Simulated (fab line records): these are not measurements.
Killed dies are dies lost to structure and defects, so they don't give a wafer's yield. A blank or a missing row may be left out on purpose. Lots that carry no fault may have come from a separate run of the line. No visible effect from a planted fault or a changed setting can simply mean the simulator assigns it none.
Which of the tools did it? + flow n5Finfet + 72 wafers from 24 lots sampled at 2 of the route's 1938 steps

WHAT EACH GAUGE READ, for each wafer
N5_GATE_CUT_CD_MEAS_13 targets a cd of 20 nm.
| lot  | measured     | on       | cdNm (nm)         |
|------|--------------|----------|-------------------|
| L074 | day 4 10:51  | cdSem-01 | 19.85 19.96 20.27 |
| L075 | day 4 16:08  | cdSem-02 | 19.99 20.18 20.39 |
| L076 | day 5 01:51  | cdSem-01 | 20.01 19.91 19.60 |
| L077 | day 5 09:07  | cdSem-03 | 19.86 20.17 20.15 |
| L078 | day 5 15:53  | cdSem-03 | 20.47 20.14 20.23 |
| L079 | day 5 21:31  | cdSem-02 | 20.23 20.03 20.15 |
| L080 | day 6 05:27  | cdSem-03 | 20.09 19.69 19.88 |
| L081 | day 6 09:26  | cdSem-02 | 20.22 19.83 19.93 |
| L082 | day 6 18:05  | cdSem-03 | 20.07 19.71 20.46 |
| L083 | day 6 20:37  | cdSem-03 | 20.37 20.09 19.99 |
| L084 | day 7 06:45  | cdSem-02 | 19.81 20.53 20.16 |
| L085 | day 7 15:07  | cdSem-02 | 19.96 20.05 19.77 |
| L086 | day 7 19:33  | cdSem-02 | 19.88 19.90 19.81 |
| L087 | day 8 00:58  | cdSem-03 | 19.80 19.80 19.60 |
| L088 | day 8 02:56  | cdSem-02 | 20.31 20.33 20.56 |
| L089 | day 8 08:46  | cdSem-01 | 19.87 19.76 19.75 |
| L090 | day 8 13:41  | cdSem-03 | 20.53 19.97 20.15 |
| L091 | day 8 20:19  | cdSem-02 | 19.89 20.25 19.96 |
| L092 | day 8 22:32  | cdSem-03 | 20.01 20.25 19.99 |
| L093 | day 9 08:02  | cdSem-03 | 20.07 20.08 20.03 |
| L094 | day 9 15:35  | cdSem-01 | 20.33 19.95 19.94 |
| L095 | day 9 20:10  | cdSem-01 | 19.76 19.94 19.96 |
| L096 | day 10 03:23 | cdSem-03 | 20.01 20.47 20.35 |
| L097 | day 10 04:17 | cdSem-01 | 20.45 20.03 20.56 |

WHAT TOOL EACH LOT RAN ON (gives the tool, then ch and the chambers of the sampled wafers, and finally the start)
| lot  | N5_HKMG_FIN_ALD_91                |
|------|-----------------------------------|
| L074 | aldMetal-01 ch 1,2, day 4 03:10   |
| L075 | aldMetal-01 ch 0,1,2, day 4 08:39 |
| L076 | aldMetal-04 ch 0,1, day 4 18:09   |
| L077 | aldMetal-02 ch 1,2,3, day 4 22:13 |
| L078 | aldMetal-02 ch 0,1,3, day 5 08:38 |
| L079 | aldMetal-01 ch 0,2,3, day 5 12:40 |
| L080 | aldMetal-01 ch 0,2,3, day 5 22:06 |
| L081 | aldMetal-02 ch 1,2, day 6 02:00   |
| L082 | aldMetal-01 ch 1,2, day 6 11:02   |
| L083 | aldMetal-02 ch 0,1,3, day 6 13:05 |
| L084 | aldMetal-01 ch 0,2,3, day 6 23:29 |
| L085 | aldMetal-04 ch 0,2,3, day 7 07:54 |
| L086 | aldMetal-02 ch 0,2, day 7 12:14   |
| L087 | aldMetal-04 ch 0,1,2, day 7 17:20 |
| L088 | aldMetal-02 ch 1,2,3, day 7 19:31 |
| L089 | aldMetal-04 ch 1,2,3, day 8 01:01 |
| L090 | aldMetal-01 ch 0,2,3, day 8 06:10 |
| L091 | aldMetal-01 ch 1,2,3, day 8 12:38 |
| L092 | aldMetal-02 ch 1,2,3, day 8 14:25 |
| L093 | aldMetal-02 ch 0,1,2, day 9 01:02 |
| L094 | aldMetal-04 ch 0,2,3, day 9 08:22 |
| L095 | aldMetal-02 ch 0,2, day 9 13:10   |
| L096 | aldMetal-04 ch 1,2, day 9 20:06   |
| L097 | aldMetal-02 ch 2,3, day 9 20:59   |
- N5_HKMG_FIN_ALD_91: deposits TiN, target thk 1 nm, pulse time 1 s, purge time 3 s.

WHAT THE TOOLS THEMSELVES READ (means of the sampled wafers that have a number; where no wafer has one, the mark that the record gives instead)
N5_HKMG_FIN_ALD_91.
| lot  | tool        | heaterPowerW (W) | precursorPulseHeightRel | susceptorTempC (C) |
|------|-------------|------------------|-------------------------|--------------------|
| L074 | aldMetal-01 | 854              | 0.995                   | 399.91             |
| L075 | aldMetal-01 | 886              | 1.018                   | 399.82             |
| L076 | aldMetal-04 | 889              | 1.002                   | 400.02             |
| L077 | aldMetal-02 | 923              | 0.987                   | 400.16             |
| L078 | aldMetal-02 | 938              | 1.016                   | 399.95             |
| L079 | aldMetal-01 | 915              | 1.004                   | 400.08             |
| L080 | aldMetal-01 | 903              | 0.992                   | 399.98             |
| L081 | aldMetal-02 | 935              | 1.001                   | 400.19             |
| L082 | aldMetal-01 | 814              | 1.013                   | 400.18             |
| L083 | aldMetal-02 | 938              | 1.001                   | 400.17             |
| L084 | aldMetal-01 | 904              | 1.005                   | 400.05             |
| L085 | aldMetal-04 | 888              | 0.998                   | 400.03             |
| L086 | aldMetal-02 | 979              | 0.999                   | 399.91             |
| L087 | aldMetal-04 | 918              | 0.998                   | 400.11             |
| L088 | aldMetal-02 | 922              | 1.005                   | 400.10             |
| L089 | aldMetal-04 | 943              | 1.013                   | 399.87             |
| L090 | aldMetal-01 | 893              | 1.017                   | 399.69             |
| L091 | aldMetal-01 | 873              | 1.017                   | 400.06             |
| L092 | aldMetal-02 | 928              | 0.992                   | 399.79             |
| L093 | aldMetal-02 | 958              | 0.995                   | 399.91             |
| L094 | aldMetal-04 | 874              | 1.007                   | 400.01             |
| L095 | aldMetal-02 | 998              | 1.007                   | 400.20             |
| L096 | aldMetal-04 | 981              | 1.002                   | 400.19             |
| L097 | aldMetal-02 | 955              | 0.979                   | 400.03             |

THE ANSWER, worked out from the rows above alone
Rule: what is usual is taken from the lots themselves. The widest of any qualifying gaps counts: lots, ordered by their means at a reading, are off when they make up no more than a third of the lots, leave a main group of 4 or more, and stand apart from it by 3 or more times the standard deviation of that group's means. If all means in a main group match to the digits the tables above print for the reading, that group is not used. A lot without any number at a reading at which 4 lots or more have one is off too. All remaining lots with rows at the step are treated as sound. The gauges are gone through in route order, then the tools' own readings, and for those a lot's mean is taken as printed above. The first step at which some lot is off is used, and at that step the reading that is off furthest; a lot without a number counts as furthest.
Across all readings shown, no lot is off: no conclusion can be drawn from this.

WHAT HAD BEEN PUT IN BY THE SIMULATOR
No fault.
